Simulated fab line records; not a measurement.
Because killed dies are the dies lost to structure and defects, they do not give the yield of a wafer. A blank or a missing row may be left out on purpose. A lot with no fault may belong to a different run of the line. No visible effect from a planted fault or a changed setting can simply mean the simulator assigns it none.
Chamber matching ; flow nand harc ; 4 sister chambers for NHARC_P_M1_DESCUM_14 on rie diel-08
The step chemistry O2, time 3 s. 24 wafers are shown with their chamber, then 12 later ones without.

## WAFERS WITH THEIR CHAMBER
wafer;chamber;drypump motor current A (A);oes product au (a.u.);throttle valve pct (%)
L074.2;0;5.3;1.001;11.326
L074.3;2;5.7;0.991;11.320
L074.6;3;6.2;0.993;11.309
L075.2;2;5.7;0.997;11.314
L075.5;1;5.4;0.986;11.301
L075.6;0;5.3;1.012;11.304
L076.1;0;5.4;1.003;11.308
L076.3;2;5.7;0.999;11.323
L076.4;3;6.2;0.996;11.306
L078.2;2;5.7;1.002;11.306
L078.3;3;6.1;0.993;11.317
L078.6;3;6.1;0.997;11.314
L080.4;2;5.7;1.004;11.314
L080.5;3;6.2;1.009;11.301
L080.6;2;5.8;1.004;11.316
L082.1;2;5.7;1.016;11.309
L082.4;3;6.1;1.001;11.302
L082.6;1;5.4;0.987;11.315
L084.1;0;5.3;1.004;11.309
L084.2;2;5.7;0.991;11.329
L084.6;3;6.1;0.997;11.313
L086.2;0;5.3;1.004;11.310
L086.3;2;5.7;0.994;11.340
L086.5;2;5.8;0.992;11.315

SIGNATURES, as means of the wafers listed above
reading;chamber 0;chamber 1;chamber 2;chamber 3;scatter within a chamber
drypump motor current A;5.320;5.400;5.720;6.143;0.0454
oes product au;1.00480;0.98650;0.99900;0.99800;0.00637
throttle valve pct;11.31140;11.30800;11.31860;11.30886;0.0087
Rule: a wafer lies at a distance from a chamber equal to the root of the sum of squares, over the readings, of (its reading less the chamber's mean, divided by the reading's scatter). The wafer belongs to the nearest chamber; if the next one is less than 2 further off, it can't be placed. The scatter is the square root of a quotient: the sum, over the shown wafers, of each reading's squared deviation from its chamber's mean, divided by wafers minus chambers.

## WAFERS WITH NO CHAMBER GIVEN
wafer;drypump motor current A (A);oes product au (a.u.);throttle valve pct (%)
L087.3;6.1;1.008;11.307
L087.4;5.3;1.000;11.310
L087.5;5.3;1.007;11.318
L089.4;5.7;1.011;11.327
L089.5;5.7;1.002;11.324
L089.6;5.4;0.989;11.307
L090.1;6.2;0.999;11.315
L090.3;5.3;1.020;11.319
L090.6;5.4;0.990;11.312
L091.1;6.2;0.992;11.299
L091.4;5.4;0.998;11.311
L091.5;6.2;0.988;11.297

## CHAMBER TAKEN BY EACH
wafer;from the rows above;in truth
L087.3;3;3
L087.4;0;0
L087.5;0;0
L089.4;2;2
L089.5;2;2
L089.6;1;1
L090.1;3;3
L090.3;0;0
L090.6;1;1
L091.1;3;3
L091.4;can't be placed: 1 or 0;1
L091.5;3;3
11 of 12 placed correctly. From these rows, 1 cannot be placed; in 1 the true chamber is one of the candidates. Placed wrongly: 0.
